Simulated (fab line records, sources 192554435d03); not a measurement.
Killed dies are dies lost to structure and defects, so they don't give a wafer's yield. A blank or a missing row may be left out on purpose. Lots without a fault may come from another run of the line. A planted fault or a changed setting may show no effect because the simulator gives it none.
Split-lot experiment | flow n5_finfet | 7 lots, 21 wafers read, on a route of 1938 steps

THE SPLIT
At N5_PMOS_HMC_CHANNEL_EPI_ETCH_32 (etches BARC in N2/H2, stops on SiO2, target depth 85.8 nm, time 50.3 s), the setting bias_w was moved away from the recipe's 150 W on 7 of the 21 wafers read, by -16.8% to +16.3%. The other wafers ran this setting at the recipe's value.

The reading is taken at the split's own step.

THE READING
rf_vpp_V, in V, at N5_PMOS_HMC_CHANNEL_EPI_ETCH_32 (etches BARC in N2/H2, stops on SiO2, target depth 85.8 nm, time 50.3 s). Fault-free wafers of this fab line usually give 524.1 V, standard deviation 2.6 V.

wafer  | tool, chamber at the split | bias_w as run, W | against the recipe | rf_vpp_V, V | against lot-mates on the recipe
L077.1 | rie_diel-03, 3             | 150              | recipe             | 523.5       | -
L077.2 | rie_diel-03, 0             | 150              | recipe             | 526.0       | -
L077.5 | rie_diel-03, 0             | 150              | recipe             | 525.8       | -
L078.1 | rie_diel-03, 1             | 150              | recipe             | 521.7       | -
L078.4 | rie_diel-03, 3             | 159.7            | +6.5%              | 545.8       | +23.8
L078.6 | rie_diel-03, 1             | 150              | recipe             | 522.2       | -
L086.2 | rie_diel-03, 2             | 150              | recipe             | 525.7       | -
L086.4 | rie_diel-03, 1             | 150              | recipe             | 519.1       | -
L086.5 | rie_diel-03, 2             | 150              | recipe             | 527.1       | -
L087.2 | rie_diel-02, 0             | 150              | recipe             | 522.4       | -
L087.3 | rie_diel-02, 3             | 174.5            | +16.3%             | 580.2       | +57.8
L087.5 | rie_diel-02, 0             | 174.5            | +16.3%             | 574.3       | +51.9
L093.1 | rie_diel-03, 2             | 150              | recipe             | 526.6       | -
L093.2 | rie_diel-03, 3             | 150              | recipe             | 524.6       | -
L093.6 | rie_diel-03, 2             | 150              | recipe             | 525.8       | -
L094.3 | rie_diel-02, 1             | 150              | recipe             | 524.5       | -
L094.4 | rie_diel-02, 2             | 124.8            | -16.8%             | 462.4       | -62.1
L094.5 | rie_diel-02, 3             | 124.8            | -16.8%             | 470.8       | -53.7
L097.3 | rie_diel-02, 2             | 162.9            | +8.6%              | 548.5       | +25.2
L097.4 | rie_diel-02, 1             | 150              | recipe             | 523.3       | -
L097.6 | rie_diel-02, 1             | 162.9            | +8.6%              | 552.0       | +28.7

THE FIT
A straight line over all 21 wafers: rf_vpp_V changes by +3.31 V for each +1% of bias_w; r = +0.99; the points scatter about the line by 2.7 V.
The same after taking each lot's own level away (the mean of its wafers on the recipe; 21 wafers): +3.39 V for each +1%; r = +1.00; scatter 2.5 V.
On that fit, the largest move of bias_w shifts the reading by 57 V.
The lots' own levels span 521.95 to 525.67 V, that is 1.4 times the standard deviation above.
So the lot-to-lot level changes the slope little: the two slopes agree.
Check: with one of the wafers moved furthest among these (-16.8%) left out of the fit, the line predicts -55 V for it against its lot-mates. It came out at -62.1 V against them.
Tool readings at the split's step, against how far the setting was moved: rf_vpp_V r = +0.99.

OTHER SPLITS ON THESE WAFERS
These wafers also went through other splits before the reading. Each is held against what the fit with the lots' levels taken away leaves over:
other split on the same wafers          | wafers away from the commonest value | r with rf_vpp_V (lot level and that fit taken away)
N5_ZERO_LAYER_EXPOSE_08 dose_mj         | 9                                    | +0.02
N5_ZERO_LAYER_DEVELOP_10 develop_time_s | 3                                    | +0.28

THE FILE'S OWN FIT
rf_vpp_V changes by +3.39 V for each +1% of bias_w, r = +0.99.
